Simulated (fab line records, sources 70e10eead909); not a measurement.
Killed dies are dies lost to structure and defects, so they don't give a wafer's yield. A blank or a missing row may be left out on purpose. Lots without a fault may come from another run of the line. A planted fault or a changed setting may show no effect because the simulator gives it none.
A struck lot beside a sound one | flow nand_harc | 19 steps out of a route of 1302
Sound: wafers L397.1, L397.2, L397.4. Struck: wafers L401.1, L401.3, L401.6. The cause comes at the end.
At each step with rows: each side's tool, then ch and its chambers, then its first start. Under that, the readings that differ: sound wafers | struck wafers | difference of the means | sigmas: that difference in standard deviations of wafers without a fault.
alike: readings whose means differ by less than 2 such deviations, and words and numbers that are the same on both sides. not compared: withheld readings, readings that some wafer has no value for, bounds like >300 that may hide the same value, and numbers for which the record gives no deviation and whose values overlap.
The two part at a step that has a row with sigmas, a row that says differs or no value, or rows on one side only. Numbers that don't overlap but have no deviation are shown without sigmas and don't part them. A reading that every wafer of one side lacks parts them only if that side has two wafers or more.

NHARC_P_GATE_CD_MEAS_59: target cd 720 nm.
  sound on cd_sem-01 ch 0, day 5 13:45; struck on cd_sem-02 ch 0, day 7 04:18
  alike: cd_nm
then, 1 step without rows for these wafers: NHARC_P_GATE_HARDBAKE_60 (time 80 s).
NHARC_P_GATE_DESCUM_61: chemistry O2, time 3 s.
  sound on rie_diel-11 ch 1,2,3, day 5 13:55; struck on rie_diel-01 ch 0,2, day 7 04:28
  alike: drypump_motor_current_A, o2_flow_sccm, oes_product_au, rf_vpp_V, showerhead_plenum_p_Torr, throttle_valve_pct
  not compared: rf_hours_counter_h
then, 1 step without rows for these wafers: NHARC_P_GATE_IMPLANT_62.
NHARC_P_GATE_STRIP_112: strips in N2/H2, time 200 s.
  sound on plasma_asher-02 ch 0,1, day 5 14:16; struck on plasma_asher-02 ch 0,1, day 7 04:50
  alike: drypump_motor_current_A, heater_power_w
  not compared: rf_hours_counter_h
NHARC_P_GATE_STRIP_76: strips in O2.
  sound on plasma_asher-02 ch 0,1, day 5 14:32; struck on plasma_asher-02 ch 0,1, day 7 05:05
  alike: drypump_motor_current_A, heater_power_w
  not compared: rf_hours_counter_h
then, 6 steps without rows for these wafers: NHARC_P_GATE_STRIP_63 (strips in SPM, time 900 s); NHARC_P_GATE_DEHYDRATE_83 (time 120 s); NHARC_P_GATE_HMDS_84 (time 30 s); NHARC_P_GATE_COAT_85; NHARC_P_GATE_SOFTBAKE_86 (time 95 s); NHARC_P_GATE_EBR_87.
NHARC_P_GATE_EXPOSE_88: exposes mask P HVN, target cd 2000 nm.
  sound on krf_scanner-04 ch 0, day 5 15:17; struck on krf_scanner-04 ch 0, day 7 05:44
  reading | sound                   | struck                           | difference | sigmas
  mask    | P_HVN#0 P_HVN#0 P_HVN#0 | P_HVN_R1#0 P_HVN_R1#0 P_HVN_R1#0 | differs    |
  alike: reticle_temp_C
then, 2 steps without rows for these wafers: NHARC_P_GATE_PEB_89 (peb time 85 s); NHARC_P_GATE_DEVELOP_90 (time 70 s).
NHARC_P_GATE_CD_MEAS_91: target cd 2000 nm.
  sound on cd_sem-03 ch 0, day 5 15:27; struck on cd_sem-01 ch 0
  reading    | sound                | struck               | difference | sigmas
  cd_nm (nm) | 2005.8 2003.5 2003.9 | 1876.4 1881.4 1879.0 | -125.5     | -43
  not compared: hold
NHARC_P_GATE_DESCUM_93: chemistry O2, time 3 s.
  sound on rie_diel-01 ch 1,2,3, day 5 15:37; struck on rie_diel-04 ch 0,2, day 7 08:49
  reading                 | sound          | struck         | difference | sigmas
  model.P_GATE.cd_nm (nm) | 2006 2004 2003 | 1877 1882 1880 | -125       |
  alike: drypump_motor_current_A, o2_flow_sccm, oes_product_au, rf_vpp_V, showerhead_plenum_p_Torr, throttle_valve_pct
  not compared: rf_hours_counter_h
then, 1 step without rows for these wafers: NHARC_P_GATE_IMPLANT_94.
-- the record jumps here: 20 days lie between the struck wafers' starts before and after (it left off in module P_GATE and takes up again in module END, whose first step shown is number 1302 of the route) --
NHARC_END_SORT_01:
  the record has rows for the struck wafers here (prober-01 ch 0, day 27 02:11) and none for the sound ones

WHERE THEY PART
First at NHARC_P_GATE_EXPOSE_88; last, within this record, at NHARC_END_SORT_01.

WHY: what the simulator had put in
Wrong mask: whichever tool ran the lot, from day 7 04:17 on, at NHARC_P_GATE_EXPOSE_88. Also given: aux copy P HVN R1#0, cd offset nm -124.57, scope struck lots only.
